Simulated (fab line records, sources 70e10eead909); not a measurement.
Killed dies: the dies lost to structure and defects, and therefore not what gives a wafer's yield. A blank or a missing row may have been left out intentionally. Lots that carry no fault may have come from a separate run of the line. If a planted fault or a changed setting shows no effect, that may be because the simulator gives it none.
Comparing a struck lot with a sound one + flow nand-harc + 13 steps out of a route of 1302
Sound: the wafers L939.2, L939.3, L939.4. The struck wafers were L933.1, L933.2, L933.6. Last of all comes the cause.
Per side, at each step with rows, come the tool, then ch with its chambers, and then its first start. Under that, the readings that differ: sound wafers + struck wafers + difference of the means + sigmas: that difference in standard deviations of wafers without a fault.
alike: readings whose means differ by less than 2 such deviations, and words and numbers that are the same on both sides. not compared: withheld readings, readings that some wafer has no value for, bounds like >300 that may hide the same value, and numbers for which the record gives no deviation and whose values overlap.
A row with sigmas, a row that says differs or no value, or rows on one side alone: a step with any of these is where the two part. Numbers that don't overlap but have no deviation are shown without sigmas and don't part them. A reading missing from all wafers of one side parts the sides only when that side holds two or more wafers.

NHARC_P_STI_OCD_MEAS_43:
  struck on ocd-01, day 5 18:24; sound on ocd-01, day 8 09:44
  alike: trench-depth-nm, trench-foot-cd-nm
then, 3 steps without rows for these wafers: NHARC_P_STI_OXIDE_33 (material SiO2, target thk 10 nm, ox time 281 s); NHARC_P_STI_HDPCVD_20 (deposits SiO2); NHARC_P_STI_ANNEAL_34 (time 1800 s).
NHARC_P_STI_CMP_21: polishes, t overpolish 20 s, target thk 380.67 nm.
  sound on cmp-03 ch 1,2,3, day 9 17:49; struck on cmp-04 ch 0,2, day 6 11:02
  alike: motor-current-A, overpolish-run-s, retaining-ring-pressure-frac, slurry-flow-ml-min
then, 6 steps without rows for these wafers: NHARC_P_STI_SRD_35; NHARC_P_STI_ETCH_36 (etches SiO2 in dHF, target depth 38.8 nm); NHARC_P_STI_STRIP_24 (strips Si3N4 in H3PO4); NHARC_P_STI_ETCH_37 (etches SiO2 in dHF, target depth 11 nm); NHARC_P_STI_PRECLEAN_38 (cleans in SC1); NHARC_P_STI_SRD_39.
NHARC_P_STI_OXIDE_40: material SiO2, target thk 10 nm, ox time 1362 s.
  sound on furnace-05 ch 0, day 9 23:30; struck on furnace-07, day 6 15:01
  no value came back on the struck wafers for ox-temp-c (C), ox-time-s (s); on the sound wafers ox-temp-c (C) reads 900.1 900.7 899.9
NHARC_P_STI_INSPECT_25:
  struck on defect-inspect-01, day 6 19:04; sound on defect-inspect-01, day 10 03:34
  alike: raw-defect-count

WHERE THEY PART
Only at NHARC_P_STI_OXIDE_40, as far as this record shows. Later steps at which nothing parts them and some readings are alike: NHARC_P_STI_INSPECT_25.

WHY: whatever the simulator had introduced
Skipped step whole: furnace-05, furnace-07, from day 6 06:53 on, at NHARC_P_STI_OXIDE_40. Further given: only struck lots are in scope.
